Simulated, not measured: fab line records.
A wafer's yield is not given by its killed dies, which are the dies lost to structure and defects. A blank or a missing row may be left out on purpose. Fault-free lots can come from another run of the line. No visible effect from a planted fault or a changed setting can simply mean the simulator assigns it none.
Split-lot trial	flow n5Finfet	7 lots, 39 wafers read, on a route of 1938 steps

== THE SPLIT ITSELF ==
At N5_PASSIVATION_ETCH_54 (etches SiO2 in CHF3/O2, target depth 880 nm, time 440 s), the setting targetDepthA was moved away from the recipe's 8800 angstrom on 18 of the 39 wafers read, by -48.0% to +55.7%. This setting was run at the recipe's value on the other wafers.

The reading comes from the split's own step.

== THE READING ==
PASSIVATION.featureDepthNm (the simulator's own value, which no gauge read), in nm, at N5_PASSIVATION_ETCH_54 (etches SiO2 in CHF3/O2, target depth 880 nm, time 440 s). The file gives no usual value for it. Across the 21 wafers here that went through the recipe, the average is 875.8 nm and the standard deviation 11 nm.

wafer	tool, chamber at the split	targetDepthA as run, angstrom	against the recipe	PASSIVATION.featureDepthNm, nm	against lot-mates on the recipe
L085.1	rieDiel-04, 2	8800	recipe	895.4	-
L085.2	rieDiel-04, 3	13700	+55.7%	1372	+489.2
L085.3	rieDiel-04, 0	8800	recipe	885	-
L085.4	rieDiel-04, 1	13700	+55.7%	1361	+478.2
L085.5	rieDiel-04, 0	13700	+55.7%	1373	+490.2
L085.6	rieDiel-04, 1	8800	recipe	868	-
L086.1	rieDiel-02, 0	8800	recipe	872.2	-
L086.2	rieDiel-02, 3	8800	recipe	859.8	-
L086.5	rieDiel-02, 1	8800	recipe	887.2	-
L088.1	rieDiel-03, 1	8800	recipe	882.4	-
L088.2	rieDiel-03, 2	4580	-48.0%	463	-419.9
L088.3	rieDiel-03, 0	4580	-48.0%	451.8	-431.1
L088.4	rieDiel-03, 3	8800	recipe	885.6	-
L088.5	rieDiel-03, 0	4580	-48.0%	449.8	-433.1
L088.6	rieDiel-03, 1	8800	recipe	880.8	-
L090.1	rieDiel-04, 0	8800	recipe	877.4	-
L090.2	rieDiel-04, 1	11440	+30.0%	1123	+239.9
L090.3	rieDiel-04, 2	11440	+30.0%	1160	+276.9
L090.4	rieDiel-04, 3	8800	recipe	883.6	-
L090.5	rieDiel-04, 2	8800	recipe	888.4	-
L090.6	rieDiel-04, 1	11440	+30.0%	1119	+235.9
L092.1	rieDiel-02, 0	8800	recipe	866.4	-
L092.2	rieDiel-02, 2	12240	+39.1%	1180	+312.7
L092.3	rieDiel-02, 3	8800	recipe	854.6	-
L092.4	rieDiel-02, 1	8800	recipe	880.8	-
L092.5	rieDiel-02, 3	12240	+39.1%	1185	+317.7
L092.6	rieDiel-02, 2	12240	+39.1%	1177	+309.7
L093.1	rieDiel-02, 1	8800	recipe	871.6	-
L093.2	rieDiel-02, 0	8800	recipe	878.2	-
L093.3	rieDiel-02, 2	8800	recipe	857.4	-
L093.4	rieDiel-02, 3	5281	-40.0%	521.2	-347.9
L093.5	rieDiel-02, 1	5281	-40.0%	528.2	-340.9
L093.6	rieDiel-02, 2	5281	-40.0%	508.4	-360.7
L096.1	rieDiel-03, 2	8800	recipe	882.4	-
L096.2	rieDiel-03, 0	7411	-15.8%	722.8	-149.7
L096.3	rieDiel-03, 1	7411	-15.8%	732.2	-140.3
L096.4	rieDiel-03, 2	7411	-15.8%	745	-127.5
L096.5	rieDiel-03, 1	8800	recipe	875.8	-
L096.6	rieDiel-03, 0	8800	recipe	859.2	-

THE FIT
A straight line over all 39 wafers: PASSIVATION.featureDepthNm changes by +8.67 nm for each +1% of targetDepthA; r = +1.00; the points scatter about the line by 15 nm.
The same after taking each lot's own level away (the mean of its wafers on the recipe; 39 wafers): +8.64 nm for each +1%; r = +1.00; scatter 12 nm.
According to that fit, moving targetDepthA by its largest amount changes the reading by 4.8e+02 nm.
The span of the lots' own levels, 867.27 to 883.13 nm, comes to 1.4 times the standard deviation stated above.
So the lot-to-lot level changes the slope little: the two slopes agree.
Check: +476 nm against its lot-mates is what the line predicts for one of the wafers moved furthest among these (+55.7%) when that wafer is left out of the fit. It came out at +489 nm against them.

== THE WHOLE CHAIN: every reading that the file lists as answering this split, in the file's order ==
step	what it does	reading	change (the file's fit)	r (the file's)
N5_PASSIVATION_ETCH_54	etches SiO2 in CHF3/O2, target depth 880 nm, time 440 s	etch.depthNm (the simulator's own value, which no gauge read)	+8.63 nm for each +1% of the setting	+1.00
N5_PASSIVATION_ETCH_54	etches SiO2 in CHF3/O2, target depth 880 nm, time 440 s	PASSIVATION.featureDepthNm (the simulator's own value, which no gauge read)	+8.63 nm for each +1% of the setting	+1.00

== FILE'S OWN FIT ==
PASSIVATION.featureDepthNm changes by +8.63 nm for each +1% of targetDepthA, r = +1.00.
